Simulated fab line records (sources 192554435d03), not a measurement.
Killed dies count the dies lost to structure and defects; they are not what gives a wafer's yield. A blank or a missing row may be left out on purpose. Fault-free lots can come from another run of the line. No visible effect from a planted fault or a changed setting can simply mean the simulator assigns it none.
Split-lot study | flow n5-finfet | 21 wafers read across 7 lots, on a route 1938 steps long

## ON THE SPLIT
At N5_BEOL_M5_DEP_56 (deposits SiCN from 3MS/NH3, target thk 8 nm, time 14 s), the setting time-s was moved away from the recipe's 14 s on 7 of the 21 wafers read, by -12.7% to +8.2%. The other wafers ran this setting at the recipe's value.

The reading comes from the split's own step.

## THE READING
SiCN_of_BEOL_M5_DEP_56.thk-nm (the simulator's own value, which no gauge read), in nm, at N5_BEOL_M5_DEP_56 (deposits SiCN from 3MS/NH3, target thk 8 nm, time 14 s). There is no usual value for it anywhere in the file. Across the 14 wafers here that went through the recipe, the average is 7.9 nm and the standard deviation 0.12 nm.

wafer  | tool, chamber at the split | time-s as run, s | against the recipe | SiCN_of_BEOL_M5_DEP_56.thk-nm, nm | against lot-mates on the recipe
L075.1 | pecvd-03, 1                | 13.22            | -5.6%              | 7.4                               | -0.4
L075.5 | pecvd-03, 1                | 13.22            | -5.6%              | 7.4                               | -0.4
L075.4 | pecvd-03, 0                | 14               | recipe             | 7.8                               | -
L076.1 | pecvd-02, 0                | 12.22            | -12.7%             | 7                                 | -1.0
L076.4 | pecvd-02, 1                | 12.22            | -12.7%             | 7.2                               | -0.8
L076.5 | pecvd-02, 2                | 14               | recipe             | 8                                 | -
L084.1 | pecvd-02, 2                | 14               | recipe             | 7.8                               | -
L084.4 | pecvd-02, 2                | 12.51            | -10.6%             | 7                                 | -0.9
L084.5 | pecvd-02, 1                | 14               | recipe             | 8                                 | -
L091.3 | pecvd-02, 1                | 14               | recipe             | 7.8                               | -
L091.4 | pecvd-02, 2,0              | 14               | recipe             | 8                                 | -
L091.5 | pecvd-02, 2,0              | 14               | recipe             | 8                                 | -
L095.1 | pecvd-02, 1,2              | 14               | recipe             | 7.8                               | -
L095.2 | pecvd-02, 1,2              | 14               | recipe             | 7.8                               | -
L095.5 | pecvd-02, 0                | 14               | recipe             | 8.2                               | -
L094.1 | pecvd-02, 0                | 14               | recipe             | 7.8                               | -
L094.4 | pecvd-02, 2,0              | 15.15            | +8.2%              | 8.6                               | +0.8
L094.6 | pecvd-02, 2,0              | 15.15            | +8.2%              | 8.6                               | +0.8
L097.1 | pecvd-03, 0,1              | 14               | recipe             | 8                                 | -
L097.3 | pecvd-03, 0,1              | 14               | recipe             | 8                                 | -
L097.2 | pecvd-03, 2                | 14               | recipe             | 7.8                               | -
The file does not say which wafer passed through which chamber wherever a row lists several chambers: such a row stands for several wafers.

THE FIT
A straight line over all 21 wafers: SiCN_of_BEOL_M5_DEP_56.thk-nm changes by +0.0751 nm for each +1% of time-s; r = +0.96; the points scatter about the line by 0.13 nm.
The same after taking each lot's own level away (the mean of its wafers on the recipe; 21 wafers): +0.0803 nm for each +1%; r = +0.97; scatter 0.12 nm.
On that fit, the largest move of time-s shifts the reading by 1 nm.
Measured against the standard deviation above, the lots' own levels, which go from 7.80 to 8.00 nm, span 1.6 times it.
Hence the lot-to-lot level has little effect on the slope; both slopes agree.
Check: with one of the wafers moved furthest among these (-12.7%) left out of the fit, the line predicts -0.992 nm for it against its lot-mates. Against them it came out at -1 nm.

## OTHER SPLITS APPLIED TO THESE WAFERS
Note: prior to the reading, these wafers also went through further splits. Each is held against what the fit with the lots' levels taken away leaves over:
other split on the same wafers | wafers away from the commonest value | r with SiCN_of_BEOL_M5_DEP_56.thk-nm (lot level and that fit taken away)
N5_BEOL_M3_EXPOSE_08 dose-mj   | 5                                    | -0.22
N5_BEOL_M4_ETCH_64 bias-w      | 6                                    | +0.19
N5_BEOL_M4_COAT_22 spin-rpm    | 9                                    | -0.23
N5_BEOL_M5_COAT_71 spin-rpm    | 4                                    | +0.15
N5_BEOL_M5_COAT_05 spin-rpm    | 5                                    | +0.07

## FILE'S OWN FIT
SiCN_of_BEOL_M5_DEP_56.thk-nm changes by +0.0799 nm for each +1% of time-s, r = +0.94.
